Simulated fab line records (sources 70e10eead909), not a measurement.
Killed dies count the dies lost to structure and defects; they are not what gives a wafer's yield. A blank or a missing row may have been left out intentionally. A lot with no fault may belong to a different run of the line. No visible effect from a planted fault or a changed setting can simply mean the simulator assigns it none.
Problem report in the 8D (eight disciplines) form, filled by code || flow nand_harc || the parts of the form that need people (team, actions taken, sign-off) are left out

## 1. THE ISSUE
On 3 wafers of 1 lot, killed_at_array at NHARC_END_SORT_01 has a mean of 155; fault-free wafers read 62, standard deviation 20. That puts it +4.7 standard deviations away from the usual mean.
First seen on wafer L690.1, day 30 09:11, on prober-02. The record holds 3 wafers of 1 lot with a number at this step. By rule, "out" or "out of limits" means more than 4 standard deviations away from the usual mean. All remaining wafers that have a number are taken as sound.

## 2. WHAT IT IS, AND WHAT IT ISN'T
{"question": "which readings at this step", "is": "killed_at_array, killed_dies", "is not": "killed_at_other, killed_at_periphery, killed_open, killed_short"}
{"question": "which lots", "is": "L690", "is not": "-"}
{"question": "which wafers of those lots", "is": "all that have a number", "is not": "-"}
{"question": "read on which gauges", "is": "prober-02", "is not": "-"}
{"question": "when", "is": "from day 30 09:11", "is not": "up to then (0 sound wafers)"}

## 3. WHAT RULES OUT EACH SUSPECT
Counting: a tool at any process step up to the reading remains a suspect when it ran all the lots that are out and ran no sound lot after the first of those.
- the gauge at NHARC_END_SORT_01: kept. All the wafers that are out were read on prober-02, and no step on other tools shows them out.
- rie_diel-07 at NHARC_A_STAIRCASE_STRIP_295 (strips in O2): kept. It ran the lot that is out, L690 (day 22 15:19), and no sound lot after that.
- rie_diel-06 at NHARC_A_BONDPAD_STRIP_15 (strips in O2): kept. It ran the lot that is out, L690 (day 29 01:36), and no sound lot after that.
- plasma_asher-02 at NHARC_THIN_TSV_STRIP_45 (strips in O2): kept. It ran the lot that is out, L690 (day 29 19:14), and no sound lot after that.
Left after counting: rie_diel-07 at NHARC_A_STAIRCASE_STRIP_295, rie_diel-06 at NHARC_A_BONDPAD_STRIP_15, plasma_asher-02 at NHARC_THIN_TSV_STRIP_45, prober-02 at NHARC_END_SORT_01.

## 4. THE CAUSE (what the simulator had put in)
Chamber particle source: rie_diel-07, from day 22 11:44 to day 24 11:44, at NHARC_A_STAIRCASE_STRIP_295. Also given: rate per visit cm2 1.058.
Counting left 4 suspects, and this tool is among them.

## 5. THE CHAIN OF EFFECTS, in route order
Each row: a reading where the mean over the struck wafers with a number is more than 3 standard deviations away from the usual. Only readings whose record carries a usual standard deviation are examined. hours: median over the lots of the time between each lot's start at the first step of this table that gives one and its start at this step. sigmas: the change, counted in usual standard deviations.
{"hours": 0, "step": "NHARC_END_SORT_01", "reading": "killed_at_array", "usual": 62, "on struck wafers": 155, "change": "+93", "sigmas": "+4.7"}
{"hours": 0, "step": "NHARC_END_SORT_01", "reading": "killed_dies", "usual": 66, "on struck wafers": 158, "change": "+92", "sigmas": "+4.4"}

## 6. WHAT WOULD HAVE CAUGHT IT SOONER
The first out-of-limits reading at a measuring or inspecting step in this record came at day 30 09:11, 189 hours after the fault's start at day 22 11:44.
Of the tool readings at NHARC_A_STAIRCASE_STRIP_295 for which the record gives a usual standard deviation, none was out on any struck wafer, so an alarm limit of 4 standard deviations on them would not have fired.
The start of NHARC_A_STAIRCASE_STRIP_295 on rie_diel-07 came by day 30 09:11 for every one of the lots that are out (1). None of them would have been spared by holding the tool at that moment.
